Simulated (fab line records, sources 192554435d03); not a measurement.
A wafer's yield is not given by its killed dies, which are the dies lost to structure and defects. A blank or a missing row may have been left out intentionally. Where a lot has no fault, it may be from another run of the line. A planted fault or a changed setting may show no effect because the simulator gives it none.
Chamber matching ; flow n5-finfet ; N5_PMOS_HMC_CHANNEL_EPI_DESCUM_14 on rie-diel-06 has 4 sister chambers
The step chemistry O2, time 7.9 s. 24 wafers are shown with their chamber, then 12 later ones without.

== WAFERS PAIRED WITH THEIR CHAMBERS ==
wafer;chamber;drypump-motor-current-A (A);showerhead-plenum-p-Torr (Torr);throttle-valve-pct (%)
L075.1;1;5.7;2.09;20.52
L075.3;3;6.2;2.14;20.45
L075.5;2;6.1;2.07;20.41
L078.2;2;6.1;2.07;20.42
L078.3;1;5.7;2.09;20.53
L078.6;0;5.2;2.03;20.10
L079.1;1;5.7;2.09;20.55
L079.4;0;5.2;2.03;20.11
L079.6;0;5.2;2.03;20.11
L081.3;2;6.0;2.07;20.42
L081.5;3;6.2;2.13;20.20
L081.6;0;5.2;2.03;20.11
L082.2;3;6.2;2.13;20.20
L082.4;1;5.7;2.09;20.55
L082.5;0;5.2;2.03;20.11
L083.1;0;5.2;2.03;20.12
L083.4;3;6.2;2.13;20.21
L083.6;3;6.2;2.13;20.21
L089.1;1;5.7;2.09;20.57
L089.5;1;5.7;2.09;20.56
L089.6;0;5.2;2.03;20.14
L091.1;3;6.2;2.13;20.21
L091.2;2;6.0;2.06;20.45
L091.4;1;5.7;2.09;20.56

SIGNATURES, as means of the wafers listed above
reading;chamber 0;chamber 1;chamber 2;chamber 3;scatter within a chamber
drypump-motor-current-A;5.200;5.700;6.050;6.200;0.0224
showerhead-plenum-p-Torr;2.0300;2.0900;2.0675;2.1317;0.00281
throttle-valve-pct;20.1143;20.5486;20.4250;20.2467;0.0517
Rule: a wafer's distance from a chamber is the root of the sum, over the readings, of the square of ((its reading less the chamber's mean) divided by the reading's scatter). If the next closest chamber is less than 2 further off than the closest, the wafer can't be placed; otherwise it belongs to the closest. How the scatter is found: for the shown wafers, subtract from each reading the mean of its chamber, square and add these, divide the total by (wafers less chambers), then take the root.

== WAFERS WITHOUT THEIR CHAMBER ==
wafer;drypump-motor-current-A (A);showerhead-plenum-p-Torr (Torr);throttle-valve-pct (%)
L092.1;5.2;2.03;20.14
L092.2;5.7;2.09;20.58
L092.3;6.0;2.07;20.47
L093.1;5.7;2.08;20.57
L093.3;6.2;2.13;20.23
L093.4;5.2;2.03;20.15
L094.3;5.7;2.08;20.59
L094.4;6.1;2.06;20.46
L094.6;5.2;2.02;20.15
L097.2;6.2;2.13;20.24
L097.3;5.7;2.08;20.59
L097.5;6.2;2.13;20.25

== THE CHAMBER EACH PASSED THROUGH ==
wafer;from the rows above;in truth
L092.1;0;0
L092.2;1;1
L092.3;2;2
L093.1;1;1
L093.3;3;3
L093.4;0;0
L094.3;1;1
L094.4;2;2
L094.6;0;0
L097.2;3;3
L097.3;1;1
L097.5;3;3
Correctly placed: 12 of 12. Left unplaced by these rows: 0. Wrongly placed: 0.
